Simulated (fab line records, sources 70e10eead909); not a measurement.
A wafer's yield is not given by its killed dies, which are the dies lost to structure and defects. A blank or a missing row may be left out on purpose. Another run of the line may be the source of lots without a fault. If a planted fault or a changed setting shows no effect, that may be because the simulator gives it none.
Chamber matching / flow nand harc / NHARC_A_STAIRCASE_DESCUM_11 on rie diel-04 has 4 sister chambers
The step chemistry O2, time 3 s. 4 wafers are shown with their chamber, then 10 later ones without.

== WAFERS WITH THEIR CHAMBER ==
wafer=L088.4; chamber=1; drypump motor current A (A)=4.6
wafer=L090.2; chamber=3; drypump motor current A (A)=5.6
wafer=L094.1; chamber=2; drypump motor current A (A)=5.6
wafer=L094.3; chamber=0; drypump motor current A (A)=6.7

== WAFERS WITH NO CHAMBER GIVEN ==
wafer=L094.5; drypump motor current A (A)=5.6
wafer=L095.1; drypump motor current A (A)=5.6
wafer=L095.4; drypump motor current A (A)=5.6
wafer=L095.6; drypump motor current A (A)=4.7
wafer=L096.1; drypump motor current A (A)=5.6
wafer=L096.5; drypump motor current A (A)=4.7
wafer=L096.6; drypump motor current A (A)=6.7
wafer=L097.2; drypump motor current A (A)=5.6
wafer=L097.4; drypump motor current A (A)=4.7
wafer=L097.5; drypump motor current A (A)=6.7

== EACH ONE'S CHAMBER ==
wafer=L094.5; from the rows above=can't be placed: 2 or 3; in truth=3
wafer=L095.1; from the rows above=can't be placed: 2 or 3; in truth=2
wafer=L095.4; from the rows above=can't be placed: 2 or 3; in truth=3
wafer=L095.6; from the rows above=1; in truth=1
wafer=L096.1; from the rows above=can't be placed: 2 or 3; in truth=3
wafer=L096.5; from the rows above=1; in truth=1
wafer=L096.6; from the rows above=0; in truth=0
wafer=L097.2; from the rows above=can't be placed: 2 or 3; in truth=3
wafer=L097.4; from the rows above=1; in truth=1
wafer=L097.5; from the rows above=0; in truth=0
Correct placement for 5 of the 10. These rows do not allow placing 5 (true chamber among the candidates in 5). 0 placed wrongly.
How it was worked out, from the rows above alone: a wafer's distance from a chamber is the root of the sum, over the readings, of the square of ((its reading less the chamber's mean) divided by the reading's scatter). If the next closest chamber is less than 2 further off than the closest, the wafer can't be placed; otherwise it belongs to the closest. For every chamber, the mean is computed from those of its wafers that are shown. The scatter: with one shown wafer a chamber, the root of the mean of the squares of how far each hidden wafer lies from its nearest shown one.
